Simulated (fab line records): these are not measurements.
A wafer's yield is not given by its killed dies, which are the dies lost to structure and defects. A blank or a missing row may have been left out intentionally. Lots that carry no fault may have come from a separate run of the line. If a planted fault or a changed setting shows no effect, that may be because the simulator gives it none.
Matching of chambers	flow n5Finfet	N5_GATE_CUT_ALD_22 on aldSin-03: 4 sister chambers
The step deposits SiNx, target thk 16 nm, pulse time 1 s, ald cycles 320. 8 wafers are shown with their chamber, then 9 later ones without.

## WAFERS PAIRED WITH THEIR CHAMBERS
wafer	chamber	heaterPowerOuterW (W)	heaterPowerW (W)
L083.1	0	471	781
L083.6	1	528	813
L085.1	0	466	774
L085.2	1	526	802
L085.6	3	507	782
L088.1	2	504	846
L088.2	3	506	795
L088.5	2	501	817

## WAFERS WITHOUT THEIR CHAMBER
wafer	heaterPowerOuterW (W)	heaterPowerW (W)
L093.1	498	799
L093.4	508	806
L093.5	526	826
L094.1	465	772
L094.5	469	794
L094.6	520	805
L096.1	517	814
L096.3	475	801
L096.5	515	802

## WHICH CHAMBER EACH ONE RAN IN
wafer	from the rows above	in truth
L093.1	can't be placed: 2 or 3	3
L093.4	can't be placed: 3 or 2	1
L093.5	1	1
L094.1	0	0
L094.5	0	0
L094.6	1	1
L096.1	can't be placed: 1 or 3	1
L096.3	0	0
L096.5	can't be placed: 3 or 1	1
5 of 9 placed correctly. Can't be placed from these rows: 4 (the true chamber is among the candidates in 3). Placed wrongly: 0.
How it was worked out, from the rows above alone: a wafer's distance from a chamber is the root of the sum, over the readings, of the square of ((its reading less the chamber's mean) divided by the reading's scatter). If the next closest chamber is less than 2 further off than the closest, the wafer can't be placed; otherwise it belongs to the closest. The mean given for a chamber averages the wafers shown for that chamber. The scatter: the root of (the sum of the squares of (reading less its chamber's mean) over the shown wafers, divided by (wafers less chambers)).
